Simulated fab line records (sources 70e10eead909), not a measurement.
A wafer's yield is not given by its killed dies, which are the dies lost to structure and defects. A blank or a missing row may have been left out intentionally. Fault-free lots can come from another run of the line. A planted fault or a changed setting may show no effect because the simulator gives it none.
A lot that was struck, set against a sound lot ; flow nand harc ; 15 steps out of a route of 1302
Sound: these wafers, L360.1, L360.4, L360.5. Struck: wafer L369.2. (L369.1, L369.4 of the same lot were not struck and are left out.) The cause comes at the end.
At each step with rows: each side's tool, then ch and its chambers, then its first start. Under that, the readings that differ: sound wafers ; struck wafers ; difference of the means ; sigmas: that difference in standard deviations of wafers without a fault.
alike: readings with means less than 2 such deviations apart, plus words and numbers identical on both sides. not compared: withheld readings, readings lacking a value on some wafer, bounds such as >300 that could conceal the same value, and numbers that have no deviation in the record and whose values overlap.
Wherever a step has rows on one side only, a row that says differs or no value, or a row with sigmas, the two part there. Non-overlapping numbers with no deviation appear without sigmas and do not part them. A reading missing from all wafers of one side parts the sides only when that side holds two or more wafers.

NHARC_A_CHANNEL_HOLE_D2_XSEM_32:
  sound on xsem-01 ch 0, day 15 08:11; struck on xsem-01 ch 0, day 18 13:59
reading;sound;struck;difference;sigmas
bow nm (nm);8.71 8.68 8.67;9.44;+0.75;+3
  alike: bot cd nm, tilt deg
NHARC_A_CHANNEL_HOLE_D2_INSPECT_40:
  sound on defect inspect-02, day 15 08:17; struck on defect inspect-01, day 18 14:05
  alike: raw defect count
then, 2 steps without rows for these wafers: NHARC_A_CHANNEL_FILL_D2_PRECLEAN_00 (cleans in SC1); NHARC_A_CHANNEL_FILL_D2_SRD_01.
NHARC_A_CHANNEL_FILL_D2_ALD_02: deposits SiO2, target thk 6 nm, pulse time 10 s, ald cycles 60.
  sound on ald hk-03 ch 0,1,2, day 15 08:28; struck on ald hk-01 ch 3, day 18 14:21
  alike: heater power w, precursor pulse height rel
  not compared: since wet clean h
NHARC_A_CHANNEL_FILL_D2_ALD_03: deposits SiNx, target thk 6 nm, pulse time 60 s, ald cycles 58.
  sound: ald sin batch-03 ch 0; struck: ald sin batch-02 ch 0
  alike: precursor pulse height rel
then, 1 step without rows for these wafers: NHARC_A_CHANNEL_FILL_D2_ALD_14 (deposits SiO2, target thk 2.5 nm, pulse time 10 s, ald cycles 25).
NHARC_A_CHANNEL_FILL_D2_ALD_15: deposits SiNx, target thk 2 nm, pulse time 60 s, ald cycles 19.
  sound: ald sin batch-03 ch 0; struck: ald sin batch-02 ch 0
  alike: precursor pulse height rel
then, 3 steps without rows for these wafers: NHARC_A_CHANNEL_FILL_D2_ALD_16 (deposits SiO2, target thk 1.5 nm, pulse time 10 s, ald cycles 15); NHARC_A_CHANNEL_FILL_D2_ANNEAL_17 (time 1800 s); NHARC_A_CHANNEL_FILL_D2_CVD_18 (deposits poly-Si, target thk 3 nm).
NHARC_A_CHANNEL_FILL_D2_ETCHBACK_19: etches the open film in HBr/Cl2, target depth 5 nm, time 1.7 s.
  sound on rie si-04 ch 1,2, day 16 08:45; struck on rie si-04 ch 2, day 19 13:46
  alike: drypump motor current A, he backside leak sccm, oes product au, throttle valve pct
  not compared: rf hours counter h
NHARC_A_CHANNEL_FILL_D2_ETCHBACK_20: etches the open film in C4F8/O2/Ar, target depth 27 nm, time 13.5 s.
  sound on rie diel-09 ch 0,1,3, day 16 08:53; struck on rie diel-05 ch 0, day 19 13:53
reading;sound;struck;difference;sigmas
run length s (s);34.7 34.5 34.3;32.5;-2.0;-5
  alike: oes product au, rf vpp V
  not compared: rf hours counter h
then, 1 step without rows for these wafers: NHARC_A_CHANNEL_FILL_D2_STRIP_28 (strips in O2, time 20 s).
NHARC_END_SORT_01:
  the record has rows for the sound wafers here (prober-01 ch 0, day 25 21:24) and none for the struck ones

== WHERE THEY PART ==
Last at NHARC_END_SORT_01 as far as this record goes, first at NHARC_A_CHANNEL_HOLE_D2_XSEM_32.

WHY: whatever the simulator had introduced
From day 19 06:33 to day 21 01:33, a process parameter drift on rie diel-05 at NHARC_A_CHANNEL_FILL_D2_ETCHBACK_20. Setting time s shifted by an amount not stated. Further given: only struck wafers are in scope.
